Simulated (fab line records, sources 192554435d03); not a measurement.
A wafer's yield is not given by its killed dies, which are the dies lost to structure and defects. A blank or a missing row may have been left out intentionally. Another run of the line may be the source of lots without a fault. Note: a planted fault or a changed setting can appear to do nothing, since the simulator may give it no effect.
Chamber matching    flow n5-finfet    N5_GATE_CUT_CMP_23 on cmp-02 has 4 sister chambers
The step polishes, stops on SiO2, t overpolish 23.4 s, target thk 16 nm. 8 wafers are shown with their chamber, then 7 later ones without.

## EACH WAFER AND ITS CHAMBER
wafer   chamber  motor-current-A (A)  time-to-endpoint-s (s)
L082.2  3        8.8                  23.2
L082.5  0        9.5                  19.0
L086.4  3        8.5                  21.1
L086.6  2        8.8                  23.0
L088.4  2        9.2                  21.7
L088.6  1        8.1                  18.7
L095.2  1        8.4                  21.2
L095.3  0        10.0                 18.7

## WAFERS WITH NO CHAMBER GIVEN
wafer   motor-current-A (A)  time-to-endpoint-s (s)
L095.4  9.5                  19.2
L092.4  9.6                  18.6
L092.5  8.9                  19.5
L092.6  8.6                  18.3
L097.1  8.7                  23.1
L097.2  10.1                 16.5
L097.3  8.3                  18.6

## CHAMBER TAKEN BY EACH
wafer    from the rows above                 in truth
L095.4   0                                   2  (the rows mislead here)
L092.4   0                                   0
L092.5   can't be placed: 2 or 3 or 1 or 0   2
L092.6   can't be placed: 1 or 3 or 2        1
L097.1   can't be placed: 3 or 2             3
L097.2   0                                   0
L097.3   1                                   1
3 of 7 placed correctly. These rows do not allow placing 3 (true chamber among the candidates in 3). Wrongly placed: 1.
How it was worked out, from the rows above alone: a wafer's distance from a chamber is the root of the sum, over the readings, of the square of ((its reading less the chamber's mean) divided by the reading's scatter). If the next closest chamber is less than 2 further off than the closest, the wafer can't be placed; otherwise it belongs to the closest. A chamber's mean is the mean of its shown wafers. The scatter is the square root of a quotient: the sum, over the shown wafers, of each reading's squared deviation from its chamber's mean, divided by wafers minus chambers.
